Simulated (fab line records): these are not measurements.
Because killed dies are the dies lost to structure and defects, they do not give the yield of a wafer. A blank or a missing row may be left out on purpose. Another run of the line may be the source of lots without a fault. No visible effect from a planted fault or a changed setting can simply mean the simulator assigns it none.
fab line records	flow n5Finfet
record: lots: 5	wafers: 13	lastDay: 17
route steps=1938 shown BEOL_M10@1500
lots that met no fault: taken from a fault-free run of the same line
startH: hours from the record's opening day to when the first of the lot's shown wafers began	waitH: time in hours since the lot's previous step	" identical to the entry in the row above	L1.1+2: one row covering several wafers at once	- no value, or no start was given	* or withheld: withheld	< > ~ a bound
route shown NAME@n: NAME is a module with steps in the file, n the number in the route of the first one	usual: mean/standard deviation of fault-free wafers	same: alike in all rows	chamber/n: place in a boat	sites: the reading at each site	_std_site: how widely they spread, as a standard deviation	_edge_site: outer sites' mean less inner sites'	radiusMm: for every site, how far away it sits from the centre of the wafer	mask NAME#n: copy n	behind: tool/chamber where the wafer was last shaped	hold: what put the lot on hold/how long, in hours/how the hold closed	device: the n, p or np transistor that did not switch	end of line: tests run on the same wafers once the route is complete	step lacking rows: just its recipe	killed: count of dies lost to structure and defects at first sort (not the wafer's yield)	map: dies across one wafer; x = killed, . = not, _ = none there
set.NAME: the setting that was run; set.NAME@STEP: the one run at that earlier step	model.NAME: the simulator's own value behind a step, which no gauge read
certain route steps with their lots: each step a table, each wafer a row
services: when a tool's chamber went out of use (startH, in hours from the record's first day, below 0 if earlier), for how many hours, and the reason
== steps ==
step: N5_BEOL_M10_PEB_26
recipe: pebTempC: withheld	pebTimeS: 60	resist: CAR-ArF
step: N5_BEOL_M10_DEVELOP_27
recipe: developTimeS: 30	developer: TMAH	resist: CAR-ArF	rinseLiquid: diw	dry: airSpin	devTempC: 23
step: N5_BEOL_M10_CD_MEAS_28
recipe: targetCdNm: 70	landingEnergyEv: 500	detector: seInlens	polarity: opening
usual: cdNm: 69.9/1.2
lot.wafer	tool	chamber	startH	waitH	cdNm
L595.1	cdSem-02	0	245.10	-	68.6
L595.3	"	0	"	"	68.7
L595.4	"	0	"	"	68.8
L596.2	cdSem-01	0	260.58	-	67.8
L596.5	"	0	"	"	68.4
L596.6	"	0	"	"	69.5
L598.1	cdSem-03	0	278.96	-	69.2
L598.4	"	0	"	"	70.9
L609.1	cdSem-02	0	350.38	-	71.5
L609.2	"	0	"	"	69.6
L609.3	"	0	"	"	69.4
L611.3	cdSem-01	0	366.55	-	70.8
L611.6	"	0	"	"	69.4
step: N5_BEOL_M10_OVL_MEAS_29
recipe: pointsPerWafer: 44
usual: V9_OVL: -0.5/0.69
lot.wafer	tool	chamber	startH	waitH	V9_OVL[nm]
L595.1	overlay-02	0	245.13	0.0	0.2
L595.3	"	0	"	"	-0.2
L595.4	"	0	"	"	-0.2
L596.2	overlay-01	0	260.61	0.0	-0.7
L596.5	"	0	"	"	0.7
L596.6	"	0	"	"	-1.3
L598.1	overlay-01	0	279.00	0.0	-0.4
L598.4	"	0	"	"	0.0
L609.1	overlay-01	0	350.41	0.0	-0.4
L609.2	"	0	"	"	-0.5
L609.3	"	0	"	"	0.0
L611.3	overlay-02	0	366.58	0.0	-0.1
L611.6	"	0	"	"	-0.6
step: N5_BEOL_M10_INSPECT_30
recipe: mode: adi	inspectInstrument: brightfield
usual: rawDefectCount: 433/130
lot.wafer	tool	chamber	startH	waitH	rawDefectCount
L595.1	defectInspect-01	-	245.15	0.0	407
L595.3	"	-	"	"	394
L595.4	"	-	"	"	297
L596.2	defectInspect-02	-	260.64	0.0	436
L596.5	"	-	"	"	454
L596.6	"	-	"	"	334
L598.1	defectInspect-02	-	279.02	0.0	334
L598.4	"	-	"	"	324
L609.1	defectInspect-01	-	350.43	0.0	393
L609.2	"	-	"	"	454
L609.3	"	-	"	"	389
L611.3	defectInspect-01	-	366.60	0.0	462
L611.6	"	-	"	"	349
step: N5_BEOL_M10_DESCUM_33
recipe: chemistry: O2	timeS: 7.9	sourcePowerW: 50	biasPowerW: 20	pressureMtorr: 20	rfFrequencyHz: 2.712e+07	tempC: 40	resist: CAR-ArF	o2FlowSccm: 225
step: N5_BEOL_M10_ETCH_65
recipe: chemistry: CF4	target: SiARC	targetDepthA: 390	maskMaterial: CAR-ArF	timeS: 65	ionEnergyEv: 80	pressureMtorr: 40	sourceW: 545	biasW: 36	Ar_flow_sccm: 100	cf4FlowSccm: 100	ends: cleared
usual: biasW: 36.00/0.1	drypumpMotorCurrentA: 5.6/0.44	etchRfOnTimeS: 64.8/2.2	oesProductAu: 0.70/0.073	rfVppV: 183.9/1	showerheadPlenumPTorr: 2.13/0.046	throttleValvePct: 15.63/0.18
lot.wafer	tool	chamber	startH	waitH	biasW	drypumpMotorCurrentA	etchRfOnTimeS	oesProductAu	rfHoursCounterH	rfVppV	showerheadPlenumPTorr	throttleValvePct
L595.1	rieDiel-05	2	245.86	0.0	36.04	5.3	69.4	0.63	137	183.8	2.13	15.52
L595.3	"	1	"	"	36.07	5.3	64.9	0.75	39	184.0	2.18	15.64
L595.4	"	0	"	"	35.88	6.0	67.2	0.59	209	181.2	2.03	15.75
L596.2	rieDiel-04	3	260.71	0.0	36.01	6.3	62.8	0.84	3	184.5	2.18	15.21
L596.5	"	3	"	"	36.01	6.3	62.7	0.85	-	185.1	2.18	15.21
L596.6	"	2	"	"	35.94	5.5	63.1	0.74	-	182.4	2.06	15.57
L598.1	rieDiel-04	1	279.09	0.0	35.96	5.3	65.2	0.69	84	184.1	2.09	15.81
L598.4	"	0	"	"	36.08	4.8	63.4	0.69	-	185.2	2.15	15.52
L609.1	rieDiel-05	3	350.50	0.0	36.16	5.8	65.7	0.58	236	183.1	2.12	16.12
L609.2	"	1	"	"	36.00	5.3	64.2	0.71	74	184.3	2.17	15.71
L609.3	"	0	"	"	36.07	6.0	68.1	0.56	248	183.1	2.02	15.81
L611.3	rieDiel-03	1	366.67	0.0	36.22	6.4	66.7	0.64	150	183.6	2.13	15.71
L611.6	"	3	"	"	36.00	5.5	62.1	0.70	-	185.6	2.16	15.59
step: N5_BEOL_M10_ETCH_66
recipe: chemistry: N2/H2	target: SOC	targetDepthA: 1200	overetchA: 240	maskMaterial: SiARC	tempC: 40	timeS: 180	ionEnergyEv: 200	pressureMtorr: 30	sourceW: 840	biasW: 150	n2FlowSccm: 200	h2FlowSccm: 200
usual: biasW: 149.9/0.49	drypumpMotorCurrentA: 5.6/0.44	oesProductAu: 0.66/0.062	rfVppV: 523.5/1.8	showerheadPlenumPTorr: 2.53/0.057	throttleValvePct: 17.90/0.25
lot.wafer	tool	chamber	startH	waitH	biasW	drypumpMotorCurrentA	oesProductAu	rfHoursCounterH	rfVppV	showerheadPlenumPTorr	throttleValvePct
L595.1	rieDiel-05	2	245.91	0.0	149.5	5.3	0.60	137	523.9	2.57	18.07
L595.3	"	1	"	"	150.3	5.3	0.70	39	524.7	2.62	18.15
L595.4	"	0	"	"	149.3	6.0	0.56	209	520.3	2.42	17.87
L596.2	rieDiel-04	3	260.76	0.0	150.3	6.2	0.78	4	527.2	2.61	17.69
L596.5	"	3	"	"	149.5	6.3	0.78	-	526.6	2.61	17.67
L596.6	"	2	"	"	149.2	5.5	0.70	-	522.2	2.49	18.02
L598.1	rieDiel-04	1	279.14	0.0	150.2	5.3	0.64	84	522.5	2.50	18.21
L598.4	"	0	"	"	149.2	4.8	0.64	-	524.3	2.52	17.48
L609.1	rieDiel-05	3	350.55	0.0	149.9	5.8	0.56	236	522.9	2.49	18.16
L609.2	"	1	"	"	150.7	5.3	0.67	74	526.0	2.60	18.24
L609.3	"	0	"	"	149.3	6.0	0.54	248	520.5	2.40	17.96
L611.3	rieDiel-03	1	366.72	0.0	150.1	6.3	0.62	150	523.0	2.54	17.97
L611.6	"	3	"	"	149.6	5.5	0.65	-	525.7	2.58	18.04
step: N5_BEOL_M10_STRIP_69
recipe: chemistry: N2/H2	tempC: 40	n2FlowSccm: 200	h2FlowSccm: 200	rfFrequencyHz: 6e+07
step: N5_BEOL_M10_VIA_ETCH_34
recipe: chemistry: C4F6/O2	target: SiCOH_lowk	targetDepthA: 1845	maskMaterial: SOC	taperDeg: 4	timeS: 69.2	ionEnergyEv: 250	pressureMtorr: 30	sourceW: 345	biasW: 185	Ar_flow_sccm: 300	C4F6_flow_sccm: 10	O2_flow_sccm: 10
step: N5_BEOL_M10_STRIP_73
recipe: chemistry: C4F6/O2	resist: SiARC	rfFrequencyHz: 6e+07
step: N5_BEOL_M10_STRIP_36
recipe: chemistry: N2/H2	powerW: 450	tempC: 40	pressureMtorr: 20	rfFrequencyHz: 6e+07	overashFraction: 0.3	biasPowerW: 7	h2Frac: 0.5	n2FlowSccm: 200	h2FlowSccm: 200
step: N5_BEOL_M10_TRENCH_ETCH_37
recipe: chemistry: C4F6/O2	targetDepthA: 1488.3	target: SiCOH_lowk	timeS: 48	ionEnergyEv: 250	pressureMtorr: 30	sourceW: 345	biasW: 185	Ar_flow_sccm: 300	C4F6_flow_sccm: 10	O2_flow_sccm: 10
usual: biasW: 185.0/0.57	drypumpMotorCurrentA: 5.6/0.44	oes_f_703_au: 0.82/0.087	oes_o_777_au: 0.83/0.084	oesProductAu: 0.81/0.084	rfVppV: 665/18	showerheadPlenumPTorr: 2.83/0.064	throttleValvePct: 20.97/0.19
lot.wafer	tool	chamber	startH	waitH	biasW	drypumpMotorCurrentA	oes_f_703_au	oes_o_777_au	oesProductAu	rfHoursCounterH	rfVppV	showerheadPlenumPTorr	throttleValvePct	model.etch.depthNm	model.BEOL_M10.featureDepthNm	model.TiN_of_BEOL_M10_HM_DEP_02.thkNm
L595.1	rieDiel-05	2	246.13	-	185.0	5.3	0.75	0.79	0.73	137	655	2.84	20.86	140.5	140.4	16.6
L595.3	"	1	"	"	185.4	5.2	0.89	0.90	0.88	40	637	2.91	21.16	149.8	149.8	15.8
L595.4	"	0	"	"	185.6	6.0	0.68	0.71	0.68	209	646	2.69	20.90	144.8	144.8	16
L596.2	rieDiel-04	3	260.98	-	184.8	6.3	0.99	1.01	0.99	4	681	2.90	20.63	154.4	154.4	15.4
L596.5	"	3	"	"	184.5	6.2	1.00	1.01	1.00	-	681	2.90	20.63	154.1	154.2	15.4
L596.6	"	2	"	"	184.7	5.5	0.89	0.90	0.87	-	658	2.75	20.94	152.8	152.8	15.4
L598.1	rieDiel-04	1	279.36	-	185.0	5.3	0.80	0.79	0.80	84	675	2.78	21.22	148	148	16
L598.4	"	0	"	"	184.8	4.8	0.83	0.85	0.80	-	677	2.87	20.90	151.1	151.2	15.8
L609.1	rieDiel-05	3	350.78	-	184.5	5.8	0.69	0.71	0.67	236	653	2.81	21.34	146.7	146.8	16.2
L609.2	"	1	"	"	185.8	5.3	0.84	0.85	0.84	74	637	2.90	21.21	152.1	152	15.4
L609.3	"	0	"	"	78.2	6.0	0.62	0.64	0.57	248	326	2.67	20.94	113.7	113.8	18
L611.3	rieDiel-03	1	366.94	-	184.7	6.3	0.73	0.74	0.76	150	696	2.84	21.01	150.7	150.6	16.2
L611.6	"	3	"	"	185.2	5.4	0.82	0.81	0.83	-	673	2.88	21.07	157.7	157.6	16.2
step: N5_BEOL_M10_ETCH_41
recipe: chemistry: CH3F/O2	target: SiCN	targetDepthA: 426	taperDeg: 2	timeS: 86	ionEnergyEv: 120	maskMaterial: TiN	pressureMtorr: 30	sourceW: 395	biasW: 75	Ar_flow_sccm: 150	CH3F_flow_sccm: 30	O2_flow_sccm: 20
step: N5_BEOL_M10_STRIP_77
recipe: chemistry: N2/H2	timeS: 10	powerW: 450	tempC: 40	pressureMtorr: 20	rfFrequencyHz: 6e+07	biasPowerW: 7	n2FlowSccm: 200	h2FlowSccm: 200
step: N5_BEOL_M10_OCD_MEAS_38
usual: trenchDepthNm: 149/4.1
lot.wafer	tool	chamber	startH	waitH	trenchDepthNm
L595.1	ocd-02	-	246.32	-	140
L595.3	"	-	"	"	150
L595.4	"	-	"	"	145
L596.2	ocd-02	-	261.16	-	154
L596.5	"	-	"	"	154
L596.6	"	-	"	"	153
L598.1	ocd-02	-	279.55	-	148
L598.4	"	-	"	"	152
L609.1	ocd-02	-	350.96	-	146
L609.2	"	-	"	"	152
L609.3	"	-	"	"	114
L611.3	ocd-02	-	367.13	-	150
L611.6	"	-	"	"	158
step: N5_BEOL_M10_HM_STRIP_39
recipe: chemistry: peroxideTinStrip	material: TiN	targetDepthA: 250	tempC: 50	timeS: 158
step: N5_BEOL_M10_SRD_40
recipe: timeS: 30	tempC: 23	rinseLiquid: diw	dry: ipaMarangoni
step: N5_BEOL_M10_PRECLEAN_42
recipe: chemistry: residueRemover	timeS: 60	tempC: 40
step: N5_BEOL_M10_SRD_43
recipe: timeS: 30	tempC: 23	rinseLiquid: diw	dry: ipaMarangoni
step: N5_BEOL_M10_CD_MEAS_35
recipe: targetCdNm: 70	polarity: opening
usual: cdNm: 69.9/0.82
lot.wafer	tool	chamber	startH	waitH	cdNm
L595.1	cdSem-03	-	246.50	0.0	70.8
L595.3	"	-	"	"	69.3
L595.4	"	-	"	"	69.9
L596.2	cdSem-01	-	261.32	0.0	68.8
L596.5	"	-	"	"	68.8
L596.6	"	-	"	"	68.9
L598.1	cdSem-02	-	279.70	0.0	69.0
L598.4	"	-	"	"	69.2
L609.1	cdSem-02	-	351.11	0.0	70.6
L609.2	"	-	"	"	70.0
L609.3	"	-	"	"	70.2
L611.3	cdSem-02	-	367.28	0.0	70.7
L611.6	"	-	"	"	70.8
step: N5_BEOL_M10_CURE_72
recipe: tempC: 370	timeS: 120	ambient: DMADMS/He	material: SiCOH_lowk
step: N5_BEOL_M10_DEGAS_44
recipe: ambient: vacuum	tempC: 250	timeS: 60
step: N5_BEOL_M10_PRE_CLEAN_45
recipe: gas: H2/He	timeS: 30	tempC: 250
step: N5_BEOL_M10_ALD_74
recipe: material: TaN	targetThkA: 20	tempC: 275	aldPrecursorFamily: PDMAT	aldCoReactant: NH3	pressureTorr: 3	carrierFlowSccm: 1500	pulseTimeS: 2	purgeTimeS: 3	coReactantPurgeTimeS: 2	coReactantPulseTimeS: 3	aldCycles: 40	precursorVesselTempC: 75	precursorVesselPressureTorr: 26.25	precursorVesselCarrierSccm: 1000
step: N5_BEOL_M10_SURFACE_TREAT_76
recipe: gas: Ar	timeS: *	ionEnergyEv: *	ionCurrentMaCm2: 0.5	pressureMtorr: *	arFlowSccm: 30
usual: throttleValvePct: *
lot.wafer	tool	chamber	startH	waitH	throttleValvePct
L595.1	pvdSputter-03	-	248.40	0.5	*
L595.3	"	-	"	"	*
L595.4	"	-	"	"	*
L596.2	pvdSputter-01	-	263.33	1.2	*
L596.5	"	-	"	"	*
L596.6	"	-	"	"	*
L598.1	pvdSputter-01	-	280.70	0.2	*
L598.4	"	-	"	"	*
L609.1	pvdSputter-03	-	352.00	0.2	*
L609.2	"	-	"	"	*
L609.3	"	-	"	"	*
L611.3	pvdSputter-03	-	368.62	0.2	*
L611.6	"	-	"	"	*
step: N5_BEOL_M10_CVD_75
recipe: material: Co	targetThkA: 20	tempC: withheld	precursor: CCTBA/H2	pressureTorr: 30	timeS: 138.9
step: N5_BEOL_M10_SPUTTER_48
recipe: material: Cu	targetThkA: 120	tempC: -20	biasV: 60	powerW: 26000	chamberPressurePa: 0.13	timeS: 2
step: N5_BEOL_M10_ECD_50
recipe: material: Cu	targetThkA: 3180
step: N5_BEOL_M10_ANNEAL_51
recipe: tempC: 225	timeS: 90	ambient: N2
usual: wafer_temp_C_max: 225.9/0.54
lot.wafer	tool	chamber	startH	waitH	wafer_temp_C_max
L595.1	rtpAnneal-01	0	249.37	0.2	225.6
L595.3	"	0	"	"	225.7
L595.4	"	0	"	"	225.6
L596.2	rtpAnneal-02	0	263.82	0.2	226.4
L596.5	"	0	"	"	226.3
L596.6	"	0	"	"	226.5
L598.1	rtpAnneal-02	0	281.27	0.2	226.6
L598.4	"	0	"	"	226.0
L609.1	rtpAnneal-01	0	353.14	0.7	225.6
L609.2	"	0	"	"	225.4
L609.3	"	0	"	"	225.4
L611.3	rtpAnneal-02	0	369.27	0.3	227.0
L611.6	"	0	"	"	226.1
step: N5_BEOL_M10_CMP_52
recipe: stopOn: SiCOH_lowk	tOverpolishS: 7	downForcePsi: 1	platenRpm: 50	clearingPlatenDownForcePsi: 1.5	clearingPlatenRpm: 50	postCmpClean: cuAlkaline	targetThkNm: 140	clearingPlatenPadVelocityMS: 0.99484	padVelocityMS: 0.99484
usual: clearingPlatenDownForcePsi: 1.500/0.0031	motorCurrentA: 6.1/0.65
lot.wafer	tool	chamber	startH	waitH	clearingPlatenDownForcePsi	motorCurrentA	model.Cu_of_BEOL_M10_ECD_50.thkNm
L595.1	cmp-04	2	249.67	0.3	1.505	6.2	133.4
L595.3	"	3	"	"	1.495	5.9	143
L595.4	"	0	"	"	1.499	6.1	138
L596.2	cmp-04	2	264.34	0.4	1.501	6.0	146.6
L596.5	"	1	"	"	1.503	6.2	146.6
L596.6	"	2	"	"	1.504	6.5	145
L598.4	cmp-03	2	281.61	0.2	1.498	5.6	142.8
L598.1	"	3	"	"	1.499	5.5	137.2
L609.3	cmp-02	0	353.44	0.2	1.498	6.0	103.8
L609.2	"	1	"	"	1.502	5.1	140.6
L609.1	"	2	"	"	1.500	6.1	140.2
L611.3	cmp-04	2	369.48	0.2	1.502	6.2	143.2
L611.6	"	2	"	"	1.500	6.3	148.8
step: N5_BEOL_M10_THK_MEAS_53
recipe: thkMeasGauge: xrf	reads: Cu_of_BEOL_M10_ECD_50
usual: M10_THK: 144/4.7
lot.wafer	tool	chamber	startH	waitH	M10_THK[nm]
L595.1	filmMetro-02	-	249.96	-	136
L595.3	"	-	"	"	147
L595.4	"	-	"	"	142
L596.2	filmMetro-02	-	264.59	-	150
L596.5	"	-	"	"	149
L596.6	"	-	"	"	149
L598.1	filmMetro-01	-	281.87	-	139
L598.4	"	-	"	"	145
L609.1	filmMetro-02	-	353.74	-	143
L609.2	"	-	"	"	142
L609.3	"	-	"	"	106
L611.3	filmMetro-01	-	369.77	-	146
L611.6	"	-	"	"	152
step: N5_BEOL_M10_PRE_CLEAN_55
recipe: gas: NH3	timeS: 15	tempC: withheld	rfPowerW: 300
step: N5_BEOL_M10_DEP_56
recipe: material: SiCN	targetThkA: 150	tempC: withheld	precursor: 3MS/NH3	pressureTorr: 3	rfW: 202	timeS: 26.5
usual: showerheadPlenumPTorr: 3.671/0.011	throttleValvePct: 9.3/0.47
lot.wafer	tool	chamber	startH	waitH	showerheadPlenumPTorr	throttleValvePct
L595.1	pecvd-02	0	250.02	0.0	3.680	9.6
L595.3	"	2	"	"	3.646	9.0
L595.4	"	0	"	"	3.664	9.6
L596.2	pecvd-02	0	264.66	0.0	3.673	9.8
L596.5	"	0	"	"	3.673	9.8
L596.6	"	2	"	"	3.641	8.8
L598.1	pecvd-04	2	281.93	0.0	3.694	8.8
L598.4	"	1	"	"	3.668	9.1
L609.1	pecvd-01	2	353.80	0.0	3.670	8.7
L609.2	"	1	"	"	3.673	9.8
L609.3	"	0	"	"	3.670	9.5
L611.3	pecvd-04	0	369.83	0.0	3.660	9.8
L611.6	"	2	"	"	3.696	8.8
step: N5_BEOL_M10_RS_MEAS_57
recipe: thkMeasGauge: four-point-probe	reads: Cu_of_BEOL_M10_ECD_50+Co_of_BEOL_M10_CVD_75+TaN_of_BEOL_M10_ALD_74
usual: M10_RS: 0.149/0.0051
lot.wafer	tool	chamber	startH	waitH	M10_RS[ohm/sq]
L595.1	filmMetro-02	-	250.10	0.1	0.159
L595.3	"	-	"	"	0.148
L595.4	"	-	"	"	0.153
L596.2	filmMetro-02	-	264.73	0.1	0.143
L596.5	"	-	"	"	0.143
L596.6	"	-	"	"	0.145
L598.1	filmMetro-02	-	282.00	0.1	0.154
L598.4	"	-	"	"	0.147
L609.1	filmMetro-02	-	353.87	0.1	0.151
L609.2	"	-	"	"	0.150
L609.3	"	-	"	"	0.211
L611.3	filmMetro-02	-	369.91	0.1	0.147
L611.6	"	-	"	"	0.141
step: N5_BEOL_M10_INSPECT_58
recipe: inspectInstrument: darkfield	mode: postDep
usual: rawDefectCount: 76/21
lot.wafer	tool	chamber	startH	waitH	rawDefectCount
L595.1	defectInspect-02	-	250.12	0.0	70
L595.3	"	-	"	"	50
L595.4	"	-	"	"	120
L596.2	defectInspect-01	-	264.76	0.0	43
L596.5	"	-	"	"	58
L596.6	"	-	"	"	57
L598.1	defectInspect-02	-	282.03	0.0	64
L598.4	"	-	"	"	117
L609.1	defectInspect-01	-	353.90	0.0	92
L609.2	"	-	"	"	88
L609.3	"	-	"	"	104
L611.3	defectInspect-01	-	369.93	0.0	72
L611.6	"	-	"	"	96
== services ==
tool	chamber	startH	hours	kind
pecvd-01	1	246.46	25.7	repair
cmp-02	-	255.23	2.4	repair
rieDiel-05	3	257.16	2.8	repair
cmp-02	-	259.41	8.9	repair
rtpAnneal-01	-	275.01	1.8	pm
rieDiel-04	2	277.62	3.7	repair
cmp-04	-	278.83	0.6	repair
cmp-02	-	280.10	1.0	repair
cmp-02	-	284.72	8.9	pm
cmp-04	-	288.10	4.0	pm
cmp-02	-	295.37	4.2	pm
cmp-03	-	297.69	2.2	repair
pecvd-04	-	299.98	0.4	repair
pvdSputter-01	-	301.73	2.1	repair
pvdSputter-01	-	310.66	1.0	repair
rieDiel-05	-	312.87	0.5	repair
rieDiel-05	-	314.04	0.3	repair
pvdSputter-01	-	328.15	1.8	repair
rieDiel-03	3	328.53	19.9	repair
rieDiel-05	1	338.88	7.3	repair
cmp-02	-	345.09	6.3	repair
rieDiel-05	2	346.91	6.7	repair
rieDiel-05	0	355.48	-	clean
cmp-02	-	360.97	1.1	repair
== key ==
firstSign: step: N5_BEOL_M10_TRENCH_ETCH_37	reading: biasW	direction: down	sigmas: 99+	usual: *	struck: *
effect: step: N5_BEOL_M10_TRENCH_ETCH_37	reading: rfVppV	direction: down	sigmas: 19	usual: 665	struck: 326
effect: step: N5_BEOL_M10_OCD_MEAS_38	reading: trenchDepthNm	direction: down	sigmas: 8.5	usual: 149	struck: 114
effect: step: N5_BEOL_M10_THK_MEAS_53	reading: M10_THK	direction: down	sigmas: 8.1	usual: 144	struck: 106
effect: step: N5_BEOL_M10_RS_MEAS_57	reading: M10_RS	direction: up	sigmas: 12	usual: 0.149	struck: 0.211
modelEffect: step: N5_BEOL_M10_TRENCH_ETCH_37	value: etch.depthNm	without: 145.5	struck: 113.7
modelEffect: step: N5_BEOL_M10_CMP_52	value: Cu_of_BEOL_M10_ECD_50.thkNm	without: 135.6	struck: 103.8
metAt N5_BEOL_M10_TRENCH_ETCH_37
struckWafers L609.3
onsetBetween 246.13 350.78
fault: kind: processParameterDrift	tool: rieDiel-05	chamber: 0	onsetH: 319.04	steps: N5_BEOL_M10_TRENCH_ETCH_37	channel: biasW	offset: *	shape: step	endH: 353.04	actsIn: *	stated: *
